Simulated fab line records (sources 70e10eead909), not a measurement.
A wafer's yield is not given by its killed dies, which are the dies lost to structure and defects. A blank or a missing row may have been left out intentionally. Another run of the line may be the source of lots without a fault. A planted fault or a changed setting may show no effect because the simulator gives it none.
2 desks, one fault || flow nand harc || what lay behind the numbers comes last; until then each desk has only its own

AT THE METROLOGY DESK
What the gauges read for every lot (on any tool): the sampled wafers with a number, averaged. Marked OUT: a lot whose mean sits more than 4 standard deviations from the usual mean, which makes it out of limits; the brackets give that distance.
Columns: A = cd nm at NHARC_A_BONDPAD_CD_MEAS_13, usual 499 nm; B = thk nm at NHARC_THIN_TSV_THK_MEAS_02, usual 3026 nm
{"lot": "L172", "first seen here": "day 18 05:03", "A": 502, "B": 2964}
{"lot": "L173", "first seen here": "day 18 10:37", "A": 496, "B": 3009}
{"lot": "L175", "first seen here": "day 19 01:50", "A": 503, "B": 2859}
{"lot": "L179", "first seen here": "day 19 15:10", "A": 502, "B": 2906}
{"lot": "L181", "first seen here": "day 20 14:38", "A": 498, "B": 2745}
{"lot": "L182", "first seen here": "day 20 22:35", "A": 499, "B": 3143}
{"lot": "L184", "first seen here": "day 21 01:33", "A": 494, "B": 3169}
{"lot": "L185", "first seen here": "day 22 01:31", "A": 499, "B": 2957}
{"lot": "L188", "first seen here": "day 22 02:02", "A": 500, "B": 2774}
{"lot": "L191", "first seen here": "day 22 02:53", "A": 501, "B": 3226}
{"lot": "L195", "first seen here": "day 23 10:12", "A": 501, "B": 3308}
This desk's verdict: no lot among the 11 shows anything out of limits.

FOR THE TOOL OWNER'S DESK: rie diel-04
The tool's own readings at NHARC_THIN_TSV_ETCHBACK_48 (etches the open film in C4F8/Ar, target depth 1028.5 nm, time 405.17 s): means of the sampled wafers that have a number, for each lot that ran on this tool. Marked OUT: a lot whose mean sits more than 4 standard deviations from the usual mean, which makes it out of limits; the brackets give that distance.
Columns: A = chamber pressure mTorr at NHARC_THIN_TSV_ETCHBACK_48, usual 24.999 mTorr; B = oes product au at NHARC_THIN_TSV_ETCHBACK_48, usual 0.95 a.u.; C = rf vpp V at NHARC_THIN_TSV_ETCHBACK_48, usual 547.5 V
{"lot": "L172", "first seen here": "day 18 22:16", "A": 25.035, "B": 0.92, "C": 551.1}
{"lot": "L173", "first seen here": "day 19 04:01", "A": 25.012, "B": 0.92, "C": 550.9}
{"lot": "L184", "first seen here": "day 21 18:45", "A": 24.990, "B": 0.95, "C": 548.6}
{"lot": "L188", "first seen here": "day 23 00:47", "A": 24.999, "B": 0.95, "C": 548.4}
{"lot": "L191", "first seen here": "day 23 01:42", "A": 24.996, "B": 0.92, "C": 548.7}
{"lot": "L195", "first seen here": "day 24 02:34", "A": 25.001, "B": 0.92, "C": 548.9}
This desk's verdict: no lot among the 6 shows anything out of limits.

BROUGHT TOGETHER
Metrology desk: nothing out of limits seen.
Nothing out of limits was seen by the tool owner's desk.

WHAT THE SIMULATOR HAD INSERTED
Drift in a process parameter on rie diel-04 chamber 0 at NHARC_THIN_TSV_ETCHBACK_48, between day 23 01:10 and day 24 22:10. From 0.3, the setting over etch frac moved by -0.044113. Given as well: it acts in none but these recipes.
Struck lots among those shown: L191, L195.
